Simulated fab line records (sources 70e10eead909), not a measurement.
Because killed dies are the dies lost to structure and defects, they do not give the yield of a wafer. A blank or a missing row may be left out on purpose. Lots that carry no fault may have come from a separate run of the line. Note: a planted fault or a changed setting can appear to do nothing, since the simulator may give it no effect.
Which tool is to blame? | flow nandHarc | 14 lots, 42 wafers sampled, at 5 steps of a route of 1159

== WHAT EACH GAUGE READ, for each wafer ==
NHARC_END_SORT_01.
lot  | measured     | on        | killedAtArray | killedAtOther | killedAtPeriphery | killedDies | killedOpen | killedShort
L295 | day 23 14:11 | prober-01 | 18 24 34      | 1 1 1         | 71 103 93         | 90 128 128 | 5 0 3      | 2 1 1
L297 | day 23 21:59 | prober-01 | 39 24 33      | 0 1 1         | 57 95 97          | 96 120 131 | 5 2 4      | 1 1 1
L298 | day 23 18:33 | prober-02 | 30 29 16      | 0 0 0         | 104 60 69         | 134 89 85  | 1 8 5      | 4 3 2

== WHICH TOOL RAN EACH LOT (tool, then ch and the chambers of the sampled wafers, then the start) ==
lot  | NHARC_A_CONTACT_ETCH_117           | NHARC_THIN_TSV_CMP_01         | NHARC_THIN_TSV_DEGAS_53     | NHARC_THIN_TSV_DESCUM_35
L278 | harCapEtch-03 ch 0,1, day 16 02:59 | cmp-03 ch 0,1,2, day 18 09:30 | pvdSputter-03, day 18 15:46 | rieDiel-09 ch 0,1,2, day 18 17:04
L281 | harCapEtch-02 ch 0,1, day 16 21:01 | cmp-02 ch 0,1,3, day 19 01:37 | pvdSputter-02, day 19 07:45 | rieDiel-09 ch 0,1, day 19 09:04
L280 | harCapEtch-02 ch 0,1, day 17 00:55 | cmp-01 ch 1,2,3, day 19 02:48 | pvdSputter-03, day 19 08:52 | rieDiel-01 ch 0,1, day 19 10:10
L283 | harCapEtch-02 ch 0,1, day 17 13:42 | cmp-01 ch 0,1, day 19 21:34   | pvdSputter-02, day 20 03:43 | rieDiel-06 ch 1,2, day 20 04:56
L282 | harCapEtch-03 ch 0,1, day 17 18:31 | cmp-01 ch 1,2,3, day 19 22:49 | pvdSputter-02, day 20 04:54 | rieDiel-06 ch 0,1,2, day 20 06:10
L288 | harCapEtch-02 ch 0,1, day 18 19:30 | cmp-02 ch 0,1,3, day 21 01:01 | pvdSputter-01, day 21 07:10 | rieDiel-06 ch 0,2,3, day 21 08:29
L287 | harCapEtch-01 ch 0,1, day 19 01:10 | cmp-02 ch 1,3, day 20 23:49   | pvdSputter-03, day 21 05:47 | rieDiel-06 ch 1,2,3, day 21 07:00
L290 | harCapEtch-03 ch 0,1, day 19 11:16 | cmp-03 ch 0,1,2, day 21 17:08 | pvdSputter-02, day 21 23:08 | rieDiel-06 ch 0,1,3, day 22 00:18
L292 | harCapEtch-03 ch 0,1, day 19 16:11 | cmp-02 ch 0,2,3, day 21 18:23 | pvdSputter-01, day 22 00:41 | rieDiel-01 ch 0,3, day 22 01:51
L291 | harCapEtch-03 ch 0,1, day 20 00:11 | cmp-03 ch 0,2,3, day 21 20:47 | pvdSputter-02, day 22 02:47 | rieDiel-06 ch 1,2,3, day 22 03:57
L295 | harCapEtch-03 ch 0,1, day 20 11:39 | cmp-02 ch 0,3, day 22 21:19   | pvdSputter-03, day 23 03:24 | rieDiel-01 ch 0,1,2, day 23 04:35
L297 | harCapEtch-03 ch 0,1, day 20 19:09 | cmp-03 ch 0,3, day 22 23:43   | pvdSputter-03, day 23 06:39 | rieDiel-09 ch 0,1,3, day 23 07:59
L298 | harCapEtch-03 ch 0,1, day 20 20:54 | cmp-01 ch 0,1,3, day 22 22:34 | pvdSputter-03, day 23 04:38 | rieDiel-01 ch 0,3, day 23 05:55
L301 | harCapEtch-01 ch 0,1, day 21 16:20 | cmp-02 ch 2,3, day 23 23:34   | pvdSputter-02, day 24 05:44 | rieDiel-09 ch 0,1,2, day 24 06:55
- NHARC_A_CONTACT_ETCH_117: etches the open film in C4F8/O2/Ar, time 94 s, target depth 922 nm.
- NHARC_THIN_TSV_CMP_01: polishes.
- NHARC_THIN_TSV_DEGAS_53: time 60 s.
- NHARC_THIN_TSV_DESCUM_35: chemistry O2, time 3 s.

== WHAT THE TOOLS THEMSELVES READ (means of the sampled wafers that have a number; where no wafer has one, the mark that the record gives instead) ==
NHARC_THIN_TSV_CMP_01.
lot  | tool   | motorCurrentA (A)
L278 | cmp-03 | 12.4
L281 | cmp-02 | 11.7
L280 | cmp-01 | 11.1
L283 | cmp-01 | 11.0
L282 | cmp-01 | 11.2
L288 | cmp-02 | 11.6
L287 | cmp-02 | 11.0
L290 | cmp-03 | 12.0
L292 | cmp-02 | 11.0
L291 | cmp-03 | 12.1
L295 | cmp-02 | 10.9
L297 | cmp-03 | 12.7
L298 | cmp-01 | 10.9
L301 | cmp-02 | 11.2

NHARC_THIN_TSV_DEGAS_53.
lot  | tool          | heaterPowerW (W)
L278 | pvdSputter-03 | 457
L281 | pvdSputter-02 | 460
L280 | pvdSputter-03 | 448
L283 | pvdSputter-02 | 456
L282 | pvdSputter-02 | 466
L288 | pvdSputter-01 | 447
L287 | pvdSputter-03 | 419
L290 | pvdSputter-02 | 498
L292 | pvdSputter-01 | 440
L291 | pvdSputter-02 | 466
L295 | pvdSputter-03 | 433
L297 | pvdSputter-03 | 433
L298 | pvdSputter-03 | 434
L301 | pvdSputter-02 | 481

NHARC_THIN_TSV_DESCUM_35.
lot  | tool       | drypumpMotorCurrentA (A) | oesProductAu (a.u.) | rfVppV (V) | showerheadPlenumPTorr (Torr) | throttleValvePct (%)
L278 | rieDiel-09 | 6.3                      | 0.995               | 57.0       | 1.83                         | 11.312
L281 | rieDiel-09 | 6.4                      | 0.998               | 56.9       | 1.82                         | 11.310
L280 | rieDiel-01 | 5.5                      | 0.987               | 57.6       | 1.81                         | 11.309
L283 | rieDiel-06 | 5.6                      | 1.016               | 58.4       | 2.00                         | 11.319
L282 | rieDiel-06 | 5.4                      | 0.999               | 57.8       | 1.94                         | 11.320
L288 | rieDiel-06 | 5.4                      | 1.007               | 57.7       | 1.93                         | 11.312
L287 | rieDiel-06 | 5.6                      | 0.995               | 58.0       | 1.96                         | 11.308
L290 | rieDiel-06 | 5.3                      | 0.995               | 57.5       | 1.89                         | 11.311
L292 | rieDiel-01 | 5.3                      | 0.993               | 56.6       | 1.84                         | 11.308
L291 | rieDiel-06 | 5.6                      | 1.002               | 57.7       | 1.96                         | 11.306
L295 | rieDiel-01 | 5.7                      | 0.993               | 57.2       | 1.86                         | 11.321
L297 | rieDiel-09 | 5.9                      | 0.994               | 57.0       | 1.82                         | 11.308
L298 | rieDiel-01 | 5.3                      | 0.986               | 57.4       | 1.84                         | 11.317
L301 | rieDiel-09 | 6.3                      | 0.994               | 57.7       | 1.83                         | 11.310

== THE ANSWER, worked out from the rows above alone ==
Rule: the usual values come from the lots themselves. Put in order of their means at a reading, lots are off if they are a third of the lots or fewer, leave a main group of 4 or more, and stand apart from it by a gap of 3 or more times the standard deviation of the main group's means; of several such gaps the widest counts. Not used: any main group whose means are identical at the precision the tables above print for the reading. Also off: a lot with no number at a reading for which 4 or more lots have one. Any other lot the step has rows for is counted as sound. The gauges are gone through in route order, then the tools' own readings, and for those a lot's mean is taken as printed above. At the first step where some lot is off, the reading lying furthest off is the one used; lots without a number count as furthest.
No lot is off at any reading shown: from this, nothing can be told.

== WHAT WAS PUT IN BY THE SIMULATOR ==
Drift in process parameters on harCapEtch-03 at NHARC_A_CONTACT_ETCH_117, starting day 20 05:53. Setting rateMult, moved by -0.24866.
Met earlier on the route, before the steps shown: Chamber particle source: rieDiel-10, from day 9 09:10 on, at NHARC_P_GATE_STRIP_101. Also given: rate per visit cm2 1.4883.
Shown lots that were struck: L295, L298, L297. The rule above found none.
